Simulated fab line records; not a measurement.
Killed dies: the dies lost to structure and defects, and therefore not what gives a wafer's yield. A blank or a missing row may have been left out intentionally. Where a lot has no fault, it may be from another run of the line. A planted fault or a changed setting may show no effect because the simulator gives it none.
Chamber matching :: flow n5-finfet :: N5_GATE_CUT_ALD_22 on ald-sin-01 has 4 sister chambers
The step deposits SiNx, target thk 16 nm, pulse time 1 s, ald cycles 320. 8 wafers are shown with their chamber, then 9 later ones without.

## WAFERS PAIRED WITH THEIR CHAMBERS
wafer: L086.1
chamber: 2
heater-power-w (W): 720
precursor-pulse-height-rel: 0.979

wafer: L086.5
chamber: 0
heater-power-w (W): 947
precursor-pulse-height-rel: 0.976

wafer: L090.1
chamber: 0
heater-power-w (W): 915
precursor-pulse-height-rel: 1.018

wafer: L090.2
chamber: 3
heater-power-w (W): 1087
precursor-pulse-height-rel: 1.002

wafer: L090.3
chamber: 1
heater-power-w (W): 572
precursor-pulse-height-rel: 1.008

wafer: L091.1
chamber: 1
heater-power-w (W): 559
precursor-pulse-height-rel: 1.012

wafer: L091.3
chamber: 2
heater-power-w (W): 779
precursor-pulse-height-rel: 0.978

wafer: L091.6
chamber: 3
heater-power-w (W): 1074
precursor-pulse-height-rel: 0.987

## WAFERS MISSING THEIR CHAMBER
wafer: L092.1
heater-power-w (W): 1099
precursor-pulse-height-rel: 1.019

wafer: L092.4
heater-power-w (W): 917
precursor-pulse-height-rel: 0.966

wafer: L092.6
heater-power-w (W): 563
precursor-pulse-height-rel: 0.973

wafer: L093.3
heater-power-w (W): 776
precursor-pulse-height-rel: 1.006

wafer: L093.4
heater-power-w (W): 592
precursor-pulse-height-rel: 1.003

wafer: L093.5
heater-power-w (W): 772
precursor-pulse-height-rel: 0.983

wafer: L095.1
heater-power-w (W): 762
precursor-pulse-height-rel: 0.973

wafer: L095.2
heater-power-w (W): 942
precursor-pulse-height-rel: 0.981

wafer: L095.5
heater-power-w (W): 768
precursor-pulse-height-rel: 0.998

## EACH ONE'S CHAMBER
wafer: L092.1
from the rows above: 3
in truth: 3

wafer: L092.4
from the rows above: 0
in truth: 0

wafer: L092.6
from the rows above: 1
in truth: 1

wafer: L093.3
from the rows above: 2
in truth: 2

wafer: L093.4
from the rows above: 1
in truth: 1

wafer: L093.5
from the rows above: 2
in truth: 2

wafer: L095.1
from the rows above: 2
in truth: 2

wafer: L095.2
from the rows above: 0
in truth: 0

wafer: L095.5
from the rows above: 2
in truth: 2
Placed correctly: 9 of 9. Not placeable from these rows: 0. Placed wrongly: 0.
How it was worked out, from the rows above alone: a wafer's distance from a chamber is the root of the sum, over the readings, of the square of ((its reading less the chamber's mean) divided by the reading's scatter). The wafer belongs to the nearest chamber; if the next one is less than 2 further off, it can't be placed. For every chamber, the mean is computed from those of its wafers that are shown. The scatter: take each reading less its chamber's mean, square it, sum over the shown wafers, divide by the number of wafers less the number of chambers, and take the root.
